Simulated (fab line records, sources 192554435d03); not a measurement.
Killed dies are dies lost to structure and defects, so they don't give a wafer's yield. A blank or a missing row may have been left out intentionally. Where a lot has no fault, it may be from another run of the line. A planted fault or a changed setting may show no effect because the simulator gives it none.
Chamber matching | flow n5_finfet | N5_BEOL_M2_ETCH_77 on rie_diel-03 has 4 sister chambers
The step etches underlayer in N2/H2, target depth 6.5 nm, time 5.2 s. 4 wafers are shown with their chamber, then 11 later ones without.

## WAFERS PAIRED WITH THEIR CHAMBERS
wafer  | chamber | showerhead_plenum_p_Torr (Torr)
L082.5 | 0       | 2.45
L088.5 | 2       | 2.44
L089.6 | 1       | 2.60
L090.1 | 3       | 2.48

## WAFERS WHOSE CHAMBER IS MISSING
wafer  | showerhead_plenum_p_Torr (Torr)
L090.3 | 2.60
L090.4 | 2.60
L091.1 | 2.44
L091.2 | 2.60
L091.6 | 2.48
L092.1 | 2.44
L092.2 | 2.47
L092.4 | 2.43
L096.1 | 2.59
L096.2 | 2.44
L096.5 | 2.44

## WHICH CHAMBER EACH ONE RAN IN
wafer  | from the rows above     | in truth
L090.3 | 1                       | 1
L090.4 | 1                       | 1
L091.1 | can't be placed: 2 or 0 | 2
L091.2 | 1                       | 1
L091.6 | 3                       | 3
L092.1 | can't be placed: 2 or 0 | 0
L092.2 | can't be placed: 3 or 0 | 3
L092.4 | can't be placed: 2 or 0 | 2
L096.1 | 1                       | 1
L096.2 | can't be placed: 2 or 0 | 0
L096.5 | can't be placed: 2 or 0 | 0
Placed correctly: 5 of 11. Can't be placed from these rows: 6 (the true chamber is among the candidates in 6). Wrongly placed: 0.
How it was worked out, from the rows above alone: a wafer's distance from a chamber is the root of the sum, over the readings, of the square of ((its reading less the chamber's mean) divided by the reading's scatter). The wafer belongs to the nearest chamber; if the next one is less than 2 further off, it can't be placed. A chamber's mean is the mean of its shown wafers. The scatter: root of mean squared gap, hidden wafer to nearest shown wafer, with one shown wafer a chamber.
